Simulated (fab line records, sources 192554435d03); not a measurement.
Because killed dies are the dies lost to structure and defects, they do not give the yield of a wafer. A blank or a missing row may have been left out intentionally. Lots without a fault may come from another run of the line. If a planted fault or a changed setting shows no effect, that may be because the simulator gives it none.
One fault through the eyes of 3 desks + flow n5-finfet + what lay behind the numbers comes last; until then each desk has only its own

FROM THE METROLOGY DESK
Means of the sampled wafers that have a number, per lot and without regard to the tool the lot ran on: this is what the gauges read. The brackets show how far a lot's mean lies from the usual mean; more than 4 standard deviations puts the lot out of limits, marked OUT. It has 12 readings; the 7 that lie furthest out on some lot are the ones shown.
Columns: A = cd-nm at N5_PMOS_HMC_CHANNEL_EPI_CD_MEAS_09, usual 236.7 nm; B = DIBL_N at N5_BEOL_M4_RC_MEAS_101, usual 36.0 mV/V; C = DIBL_P at N5_BEOL_M4_RC_MEAS_101, usual 36.2 mV/V; D = IOFF_P at N5_BEOL_M4_RC_MEAS_101, usual 0.21 nA/um; E = ION_N at N5_BEOL_M4_RC_MEAS_101, usual 671 uA/um; F = SS_P at N5_BEOL_M4_RC_MEAS_101, usual 73.4 mV/dec; G = VT_N at N5_BEOL_M4_RC_MEAS_101, usual 251 mV
| lot  | first seen here | A     | B    | C    | D    | E   | F    | G   |
|------|-----------------|-------|------|------|------|-----|------|-----|
| L155 | day 2 23:13     | 235.4 | 37.1 | 37.5 | 0.22 | 685 | 73.6 | 248 |
| L161 | day 4 12:01     | 237.8 | 35.1 | 34.2 | 0.17 | 663 | 72.3 | 253 |
| L162 | day 4 17:32     | 238.2 | 37.6 | 35.9 | 0.22 | 670 | 73.9 | 249 |
| L166 | day 5 16:53     | 236.5 | 36.9 | 37.4 | 0.23 | 690 | 73.3 | 248 |
| L167 | day 5 23:29     | 236.8 | 40.0 | 41.1 | 0.29 | 686 | 75.0 | 245 |
| L168 | day 6 05:22     | 236.6 | 35.3 | 36.1 | 0.22 | 675 | 73.4 | 250 |
Finding of this desk: none of the 6 lots has anything out of limits.

TOOL OWNER'S DESK, pecvd-04
The tool's own readings at N5_PMOS_HMC_CHANNEL_EPI_HM_DEP_34 (deposits SiO2 from TEOS/O2, target thk 36 nm, time 6.9 s): means of the sampled wafers that have a number, for each lot that ran on this tool. The brackets show how far a lot's mean lies from the usual mean; more than 4 standard deviations puts the lot out of limits, marked OUT.
Columns: A = heater-power-w at N5_PMOS_HMC_CHANNEL_EPI_HM_DEP_34, usual 564 W; B = showerhead-plenum-p-Torr at N5_PMOS_HMC_CHANNEL_EPI_HM_DEP_34, usual 8.320 Torr; C = throttle-valve-pct at N5_PMOS_HMC_CHANNEL_EPI_HM_DEP_34, usual 19.1 %
| lot  | first seen here | A   | B     | C    |
|------|-----------------|-----|-------|------|
| L161 | day 4 11:37     | 591 | 8.313 | 18.9 |
| L167 | day 5 23:05     | 646 | 8.312 | 19.2 |
| L168 | day 6 04:53     | 569 | 8.337 | 18.9 |
Finding of this desk: none of the 3 lots has anything out of limits.

THE DEFECT DESK
Inspection counts along the route, by lot: the mean over sampled wafers that carry a number. The brackets show how far a lot's mean lies from the usual mean; more than 4 standard deviations puts the lot out of limits, marked OUT.
Columns: A = raw-defect-count at N5_WELL_APT_INSPECT_27, usual 2.1; B = raw-defect-count at N5_WELL_APT_INSPECT_38, usual 13; C = raw-defect-count at N5_PMOS_HMC_CHANNEL_EPI_INSPECT_11, usual 2.1
| lot  | first seen here | A   | B  | C   |
|------|-----------------|-----|----|-----|
| L155 | day 2 21:04     | 3.0 | 15 | 1.3 |
| L161 | day 4 08:59     | 1.0 | 13 | 2.0 |
| L162 | day 4 15:13     | 2.3 | 14 | 3.0 |
| L166 | day 5 14:45     | 1.7 | 12 | 2.7 |
| L167 | day 5 20:52     | 0.3 | 11 | 2.0 |
| L168 | day 6 03:04     | 2.7 | 12 | 3.3 |
Finding of this desk: none of the 6 lots has anything out of limits.

BROUGHT TOGETHER
From the metrology desk's view, nothing was out of limits.
The desk of the tool owner found nothing out of limits.
Nothing out of limits was seen by the defect desk.

WHAT THE SIMULATOR HAD INSERTED
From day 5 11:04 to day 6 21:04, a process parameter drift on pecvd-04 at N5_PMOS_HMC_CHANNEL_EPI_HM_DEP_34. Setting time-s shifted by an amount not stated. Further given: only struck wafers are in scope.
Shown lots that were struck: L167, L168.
